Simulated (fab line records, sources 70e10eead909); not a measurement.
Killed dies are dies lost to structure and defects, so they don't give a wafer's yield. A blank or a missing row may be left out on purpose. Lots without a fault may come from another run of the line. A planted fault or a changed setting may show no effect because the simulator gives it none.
fab line records | flow nand_harc
record lots=13 wafers=39 last_day=24
route steps=1159 shown A_STAIRCASE@653 END@1159
lots that met no fault: from a run of the same line without faults
start_h: hours from the record's first day to the start of the lot's first wafer shown | wait_h: hours since the lot's step before | " the same as in the row above | L1.1+2: a row that stands for several wafers | - no value, or no start given | * or withheld: withheld | < > ~ a bound
route shown NAME@n: a module of which the file shows steps, and the number in the route of the first | usual: mean/standard deviation of fault-free wafers | same: alike in all rows | chamber/n: place in a boat | sites: the reading at each site | _std_site: their standard deviation | _edge_site: outer sites' mean less inner sites' | radius_mm: how far each site lies from the wafer's centre | mask NAME#n: copy n | behind: the tool/chamber that last shaped the wafer | hold: why the lot was held/for how many hours/how that ended | device: the transistor (n, p or np) that didn't switch | end of line: the same wafers' tests at the end of the route | a step without rows: its recipe alone | killed: dies lost to structure and defects at the first sort, not the wafer's yield | map: a wafer's dies, x killed, . not, _ none there
set.NAME: the setting as run; set.NAME@STEP: as run at that earlier step | model.NAME: the simulator's own value behind a step, which no gauge read
steps of the route over a sample of lots; a table a step, a row a wafer
services: from which hour (start_h, from the record's first day; less than 0 if before it) a tool's chamber was out of use, for how many hours, and why
## steps
# step NHARC_A_STAIRCASE_DEP_259
# recipe target_thk_a=300 target_thk_nm=30 temp_c=400 pressure_torr=3.5 flow_sccm=200 rf_w=350 material=SiON
# usual heater_power_w=733/75 rf_fwd_power_W=348.7/1.2
# columns lot.wafer tool chamber start_h wait_h heater_power_w rf_fwd_power_W
L702.4 pecvd-04 2 251.61 0.7 644 348.4
L702.6 " 0 " " 673 348.0
L702.5 " 1 " " 760 351.1
L701.1 pecvd-04 2 263.34 1.6 724 350.4
L701.2 " 0 " " 745 348.2
L701.6 " 2 " " 704 348.9
L703.1 pecvd-01 1 272.20 1.6 902 348.8
L703.3 " 0 " " 722 349.5
L703.5 " 1 " " 907 348.6
L704.2 pecvd-04 2 272.44 1.3 717 349.1
L704.4 " 0 " " 773 348.6
L704.5 " 1 " " 791 348.1
L705.5 pecvd-04 2 283.82 0.4 626 346.6
L705.4 " 0 " " 766 347.6
L705.6 " 1 " " 780 350.0
L706.5 pecvd-01 0 284.07 0.4 715 350.6
L706.6 " 1 " " 884 349.0
L706.4 " 2 " " 790 349.5
L708.2 pecvd-03 1 290.65 1.3 784 348.3
L708.1 " 2 " " 643 347.2
L708.4 " 0 " " 723 350.8
L707.3 pecvd-04 1 292.02 0.9 702 347.9
L707.1 " 0 " " 769 348.2
L707.6 " 2 " " 666 346.5
L709.2 pecvd-03 1 310.50 1.3 760 348.4
L709.3 " 2 " " 696 346.8
L709.1 " 0 " " 609 346.8
L713.2 pecvd-03 2 321.48 1.2 573 348.2
L713.1 " 1 " " 777 348.1
L713.6 " 0 " " 687 349.5
L716.1 pecvd-04 2 346.52 1.6 704 350.2
L716.5 " 0 " " 803 347.8
L716.6 " 2 " " 711 350.0
L722.2 pecvd-01 2 379.25 1.3 811 348.5
L722.4 " 0 " " 755 348.3
L722.5 " 2 " " 819 348.2
L723.1 pecvd-01 0 381.83 1.6 784 348.8
L723.2 " 1 " " 897 349.5
L723.3 " 2 " " 799 349.4
# step NHARC_A_STAIRCASE_HM_DEP_462
# recipe target_thk_a=8000 temp_c=400 material=aC
# usual throttle_valve_pct=34.999/0.0091
# columns lot.wafer tool chamber start_h wait_h throttle_valve_pct
L702.4 acl_dep-02 0 256.61 1.5 35.006
L702.5 " 0 " " 34.993
L702.6 " 0 " " 35.002
L701.1 acl_dep-02 0 268.49 0.3 35.006
L701.2 " 0 " " 34.990
L701.6 " 0 270.01 1.8 35.009
L703.1 acl_dep-01 0 275.82 0.1 34.996
L703.3 " 0 " " 35.005
L703.5 " 0 " " 34.995
L704.2 acl_dep-03 0 276.42 0.4 35.005
L704.4 " 0 " " 34.990
L704.5 " 0 " " 34.987
L705.4 acl_dep-02 0 287.89 1.0 35.006
L705.5 " 0 " " 35.020
L705.6 " 0 " " 34.984
L706.4 acl_dep-01 0 288.55 1.0 34.997
L706.5 " 0 " " 34.994
L706.6 " 0 " " 34.983
L708.1 acl_dep-03 0 295.47 0.1 35.002
L708.2 " 0 " " 35.009
L708.4 " 0 " " 34.988
L707.1 acl_dep-02 0 298.74 3.0 35.016
L707.3 " 0 " " 34.998
L707.6 " 0 " " 35.001
L709.1 acl_dep-01 0 314.61 0.5 35.002
L709.2 " 0 " " 34.995
L709.3 " 0 " " 34.995
L713.1 acl_dep-03 0 324.72 0.1 35.011
L713.2 " 0 " " 34.990
L713.6 " 0 326.28 1.6 35.004
L716.1 acl_dep-02 0 349.80 0.1 34.990
L716.5 " 0 351.03 1.3 34.990
L716.6 " 0 " " 35.001
L722.2 acl_dep-01 0 382.82 0.4 35.017
L722.4 " 0 " " 34.983
L722.5 " 0 " " 35.001
L723.1 acl_dep-01 0 386.34 1.4 34.979
L723.2 " 0 " " 35.004
L723.3 " 0 " " 35.001
# step NHARC_A_STAIRCASE_DEP_301
# recipe target_thk_a=300 target_thk_nm=30 temp_c=400 pressure_torr=3.5 flow_sccm=200 rf_w=350 material=SiON
# usual heater_power_w=738/70 rf_fwd_power_W=348.4/1.2
# columns lot.wafer tool chamber start_h wait_h heater_power_w rf_fwd_power_W
L702.6 pecvd-04 0 257.63 0.1 792 347.7
L702.4 " 1 " " 759 347.2
L702.5 " 2 " " 622 348.8
L701.1 pecvd-03 2 270.34 1.5 710 346.8
L701.2 " 1 " " 785 349.3
L701.6 " 0 " " 671 349.4
L703.1 pecvd-01 2 277.73 1.6 761 348.8
L703.3 " 1 " " 854 346.8
L703.5 " 2 " " 771 349.9
L704.2 pecvd-01 1 277.99 1.3 886 348.5
L704.5 " 1 " " 917 347.5
L704.4 " 2 " " 714 349.4
L705.6 pecvd-03 2 288.91 0.1 615 347.5
L705.5 " 0 " " 675 346.6
L705.4 " 1 " " 719 347.8
L706.6 pecvd-04 2 289.59 0.1 705 349.4
L706.4 " 0 " " 769 346.9
L706.5 " 1 " " 747 349.8
L708.2 pecvd-04 1 297.31 1.2 726 346.9
L708.1 " 2 " " 665 348.1
L708.4 " 0 " " 705 347.7
L707.3 pecvd-01 1 300.60 1.0 863 348.4
L707.1 " 2 " " 698 350.0
L707.6 " 2 " " 704 348.9
L709.1 pecvd-01 1 316.55 1.6 883 349.7
L709.2 " 2 " " 739 349.8
L709.3 " 0 " " 789 349.5
L713.2 pecvd-04 0 326.61 1.3 778 347.5
L713.1 " 2 " " 609 350.1
L713.6 " 0 " " 772 347.8
L716.1 pecvd-04 0 351.72 1.6 736 347.8
L716.5 " 1 " " 749 489.1
L716.6 " 0 " " 730 347.7
L722.2 pecvd-03 2 384.44 1.3 593 347.8
L722.4 " 0 " " 723 348.2
L722.5 " 1 " " 709 347.9
L723.1 pecvd-03 0 388.20 1.5 713 348.9
L723.2 " 1 " " 789 347.6
L723.3 " 2 " " 630 347.8
# step NHARC_A_STAIRCASE_HM_OPEN_463
# recipe o2_flow_sccm=400 cos_flow_sccm=20 ar_flow_sccm=0 rf_w=500 bias_w=300 chemistry=O2/COS
# usual chamber_pressure_mTorr=20.002/0.019 drypump_motor_current_A=5.7/0.45 oes_product_au=1.003/0.011 rf_vpp_V=468.3/2.1 showerhead_plenum_p_Torr=3.17/0.095 throttle_valve_pct=28.330/0.0081
# columns lot.wafer tool chamber start_h wait_h chamber_pressure_mTorr drypump_motor_current_A oes_product_au rf_hours_counter_h rf_vpp_V showerhead_plenum_p_Torr throttle_valve_pct
L702.4 rie_diel-04 0 - - 20.058 5.8 0.986 52 469.2 3.23 28.323
L702.5 " 2 " " 20.005 5.6 1.009 - 469.7 3.26 28.335
L702.6 " 3 " " 19.995 6.0 1.004 - 467.1 3.11 28.335
L701.1 rie_diel-04 1 - - 19.967 5.2 0.998 57 470.1 3.26 28.341
L701.2 " 0 " " 20.008 5.8 1.008 59 469.0 3.23 28.323
L701.6 " 2 " " 20.015 5.7 1.017 - 469.9 3.25 28.324
L703.3 rie_diel-04 0 - - 19.977 5.7 1.004 62 471.1 3.23 28.337
L703.1 " 3 " " 19.997 6.1 1.015 61 464.9 3.10 28.327
L703.5 " 1 " " 19.998 5.2 1.002 - 469.9 3.26 28.339
L704.4 rie_diel-11 1 - - 19.992 5.3 1.004 30 463.5 2.97 28.325
L704.2 " 0 " " 20.033 6.0 1.017 31 466.8 3.12 28.337
L704.5 " 1 " " 19.997 5.4 1.006 - 464.9 2.97 28.335
L705.4 rie_diel-11 1 - - 19.993 5.4 0.991 33 463.1 2.97 28.338
L705.5 " 3 " " 20.023 5.0 0.991 - 466.9 3.09 28.335
L705.6 " 0 " " 20.041 6.0 1.012 - 467.1 3.11 28.335
L706.4 rie_diel-09 0 - - 20.019 5.5 1.003 10 471.2 3.27 28.328
L706.5 " 1 " " 19.994 6.7 0.992 - 470.6 3.26 28.309
L706.6 " 2 " " 20.011 5.5 1.017 - 467.3 3.15 28.330
L708.2 rie_diel-09 2 - - 19.992 5.3 1.005 13 467.4 3.15 28.342
L708.4 " 3 " " 20.011 5.7 1.006 15 465.8 3.02 28.327
L708.1 " 1 " " 19.983 6.7 0.978 14 471.1 3.26 28.328
L707.1 rie_diel-04 2 - - 20.007 5.6 1.006 2 470.7 3.25 28.316
L707.3 " 3 " " 19.975 6.1 1.016 3 466.9 3.10 28.318
L707.6 " 0 " " 19.989 5.8 1.008 - 467.9 3.23 28.326
L709.1 rie_diel-09 3 - - 19.976 5.8 1.011 20 464.6 3.01 28.330
L709.2 " 0 " " 20.043 5.5 1.007 23 471.4 3.26 28.336
L709.3 " 1 " " 20.004 6.7 0.970 21 469.0 3.26 28.329
L713.2 rie_diel-09 2 - - 19.982 5.4 0.998 22 466.3 3.15 28.336
L713.1 " 3 " " 20.006 5.7 1.002 24 466.3 3.01 28.340
L713.6 " 1 " " 20.047 6.7 0.981 - 471.1 3.26 28.346
L716.1 rie_diel-11 0 - - 20.008 6.0 1.001 56 465.4 3.10 28.330
L716.6 " 2 " " 20.004 6.0 1.002 - 470.4 3.20 28.322
L716.5 " 0 " " 19.960 6.0 1.003 - 468.7 3.10 28.337
L722.2 rie_diel-09 0 - - 20.030 5.5 1.015 46 469.7 3.25 28.320
L722.4 " 1 " " 19.990 6.7 0.975 45 469.4 3.25 28.328
L722.5 " 3 " " 19.986 5.8 1.019 - 465.1 3.00 28.330
L723.3 rie_diel-04 0 - - 20.005 5.8 0.995 33 469.1 3.21 28.339
L723.1 " 1 " " 20.014 5.2 1.022 32 468.8 3.24 28.327
L723.2 " 2 " " 20.032 5.6 1.008 37 468.9 3.23 28.323
# step NHARC_END_SORT_01
# recipe temp_c=25
# usual killed_at_array=27/8.8 killed_at_other=0.4/0.82 killed_at_periphery=3.1/2.1 killed_dies=31/8.8 killed_open=3.3/2 killed_short=2.0/1.4
# same gross_dies=677
# columns lot.wafer tool chamber start_h wait_h killed_at_array killed_at_other killed_at_periphery killed_dies killed_open killed_short
L704.2 prober-02 0 468.61 2.8 20 0 4 24 5 2
L704.4 prober-02 0 470.22 3.4 18 0 5 23 4 3
L704.5 prober-02 0 471.02 3.7 18 0 5 23 5 2
L707.1 prober-02 0 483.35 2.5 37 0 4 41 5 5
L707.3 prober-02 0 484.97 3.1 26 0 1 27 2 2
L707.6 prober-02 0 487.39 4.0 22 0 3 25 1 3
L708.1 prober-01 0 490.23 2.5 29 0 1 30 7 2
L708.2 prober-01 0 491.01 2.8 29 0 1 30 1 1
L708.4 prober-01 0 492.57 3.4 25 0 0 25 2 2
L713.2 prober-02 0 506.18 2.8 23 2 2 27 7 1
L716.1 prober-01 0 517.07 2.5 33 1 6 40 5 4
L716.5 prober-01 0 520.29 3.7 30 0 4 34 3 1
L716.6 prober-01 0 521.10 4.0 26 0 7 33 3 2
# killed by level:class
L704.2 A_SLIT:chamber_film_flake=7 A_CHANNEL_HOLE_D1:chamber_film_flake=3 P_M0:geometric_particle:open=2 A_STAIRCASE:chamber_film_flake=2 A_SGD_CUT:chamber_film_flake=2 A_CONTACT:chamber_film_flake=2 P_CONTACT:geometric_particle:open=1 A_WL_FILL:geometric_particle:short=1
L704.4 A_SLIT:chamber_film_flake=4 A_CONTACT:geometric_particle:open=3 P_ZERO_WELL:chamber_film_flake=3 A_STAIRCASE:chamber_film_flake=3 A_CHANNEL_HOLE_D1:chamber_film_flake=2 A_WL_FILL:chamber_film_flake=2 P_M0:geometric_particle:open=1 A_CHANNEL_FILL_D1:geometric_particle:short=1
L704.5 A_SLIT:chamber_film_flake=7 A_CONTACT:geometric_particle:open=2 P_ZERO_WELL:chamber_film_flake=2 A_CHANNEL_HOLE_D1:chamber_film_flake=2 A_STAIRCASE:chamber_film_flake=2 A_CONTACT:chamber_film_flake=2 P_GATE:geometric_particle:open=1 P_CONTACT:geometric_particle:short=1
L707.1 A_CHANNEL_HOLE_D1:chamber_film_flake=19 A_STAIRCASE:chamber_film_flake=6 A_CONTACT:chamber_film_flake=3 A_CHANNEL_FILL_D1:geometric_particle:short=2 A_WL_FILL:geometric_particle:open=2 A_CONTACT:geometric_particle:open=2 P_ZERO_WELL:chamber_film_flake=2 P_STI:geometric_particle:short=1
L707.3 A_CHANNEL_HOLE_D1:chamber_film_flake=15 A_STAIRCASE:chamber_film_flake=3 A_CHANNEL_FILL_D1:geometric_particle:short=2 A_CONTACT:chamber_film_flake=2 A_CONTACT:geometric_particle:open=1 A_BLC:geometric_particle:open=1 P_ZERO_WELL:chamber_film_flake=1 A_ZERO_WELL:chamber_film_flake=1
L707.6 A_CHANNEL_HOLE_D1:chamber_film_flake=15 A_STAIRCASE:chamber_film_flake=2 A_CONTACT:chamber_film_flake=2 P_CONTACT:geometric_particle:short=1 P_M0:geometric_particle:open=1 A_CHANNEL_FILL_D1:geometric_particle:short=1 A_CONTACT:geometric_particle:short=1 P_ZERO_WELL:chamber_film_flake=1
L708.1 A_SLIT:chamber_film_flake=12 A_CHANNEL_HOLE_D1:chamber_film_flake=3 A_CHANNEL_FILL_D1:geometric_particle:open=2 A_BLC:geometric_particle:open=2 A_STAIRCASE:chamber_film_flake=2 A_SGD_CUT:chamber_film_flake=2 P_CONTACT:geometric_particle:open=1 A_WL_FILL:geometric_particle:short=1
L708.2 A_SLIT:chamber_film_flake=20 A_SGD_CUT:chamber_film_flake=3 A_CONTACT:chamber_film_flake=3 P_GATE:geometric_particle:short=1 A_ONON_D1:geometric_particle:open=1 A_CHANNEL_HOLE_D1:chamber_film_flake=1 A_STAIRCASE:chamber_film_flake=1
L708.4 A_CHANNEL_HOLE_D1:chamber_film_flake=8 A_SLIT:chamber_film_flake=7 A_SGD_CUT:chamber_film_flake=4 A_WL_FILL:geometric_particle:open=2 A_SGD_CUT:geometric_particle:short=1 A_WL_FILL:geometric_particle:short=1 A_CHANNEL_FILL_D1:chamber_film_flake=1 A_CONTACT:chamber_film_flake=1
L713.2 A_CHANNEL_HOLE_D1:chamber_film_flake=6 A_SLIT:chamber_film_flake=5 A_CONTACT:chamber_film_flake=5 A_CONTACT:geometric_particle:open=3 THIN_TSV:chamber_film_flake=2 P_M0:geometric_particle:open=1 A_ONON_D1:geometric_particle:open=1 A_CHANNEL_FILL_D1:geometric_particle:short=1
L716.1 A_SLIT:chamber_film_flake=11 A_CONTACT:chamber_film_flake=10 A_CHANNEL_HOLE_D1:chamber_film_flake=6 P_STI:geometric_particle:open=2 A_CHANNEL_FILL_D1:geometric_particle:short=2 P_GATE:chamber_film_flake=2 P_CONTACT:geometric_particle:short=1 P_M1:geometric_particle:short=1
L716.5 A_SLIT:chamber_film_flake=11 A_CHANNEL_HOLE_D1:chamber_film_flake=6 A_CONTACT:chamber_film_flake=6 A_STAIRCASE:chamber_film_flake=4 P_GATE:chamber_film_flake=2 A_CONTACT:geometric_particle:open=2 P_CONTACT:geometric_particle:open=1 A_WL_FILL:geometric_particle:short=1
L716.6 A_SLIT:chamber_film_flake=10 A_CONTACT:chamber_film_flake=8 P_GATE:chamber_film_flake=5 A_CHANNEL_HOLE_D1:chamber_film_flake=3 A_WL_FILL:geometric_particle:short=2 P_CONTACT:geometric_particle:open=1 A_CHANNEL_HOLE_D1:geometric_particle:open=1 A_SGD_CUT:geometric_particle:open=1
## services
# columns tool chamber start_h hours kind
pecvd-01 - 237.46 13.0 pm
pecvd-01 0 237.46 13.0 vent_cycle
rie_diel-09 0 238.59 5.8 repair
pecvd-04 0 239.39 10.8 repair
acl_dep-02 - 241.52 2.3 repair
rie_diel-09 - 254.10 9.0 pm
rie_diel-04 1 285.68 14.8 repair
rie_diel-04 - 288.90 9.0 pm
pecvd-03 - 292.37 13.0 pm
acl_dep-01 - 292.65 13.0 pm
rie_diel-09 - 303.60 1.2 repair
rie_diel-11 0 306.40 2.2 repair
pecvd-01 0 328.75 6.2 repair
acl_dep-02 - 330.75 9.8 repair
acl_dep-02 - 351.64 13.0 pm
rie_diel-11 1 352.19 8.8 repair
rie_diel-11 - 367.85 9.0 pm
pecvd-04 - 376.24 13.0 pm
pecvd-04 0 376.24 13.0 vent_cycle
pecvd-04 1 376.24 13.0 vent_cycle
pecvd-04 2 376.24 16.4 vent_cycle
rie_diel-09 - 376.62 0.7 repair
pecvd-04 0 389.24 - clean
pecvd-04 1 389.24 - clean
## key
first_sign step=NHARC_A_STAIRCASE_DEP_301 reading=rf_fwd_power_W direction=up sigmas=99+ usual=* struck=*
effect none on later readings
met_at NHARC_A_STAIRCASE_DEP_301
struck_lots L716
struck_wafers L716.5
tester_left_out L716
not_acting_at NHARC_A_STAIRCASE_DEP_259,NHARC_A_STAIRCASE_HM_DEP_462,NHARC_A_STAIRCASE_HM_OPEN_463
onset_between 297.31 351.72
fault kind=process_parameter_drift tool=pecvd-04 chamber=1 onset_h=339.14 steps=NHARC_A_STAIRCASE_DEP_301 channel=rf_w offset=* shape=step end_h=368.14 acts_in=* stated=*
# tester_left_out: of these lots the tester's yield and bins aren't shown, on N5 and GAA mostly nor the transistor test; their killed dies are dies lost to structure and defects alone, not to doping, threshold or leakage, so they don't give the yield
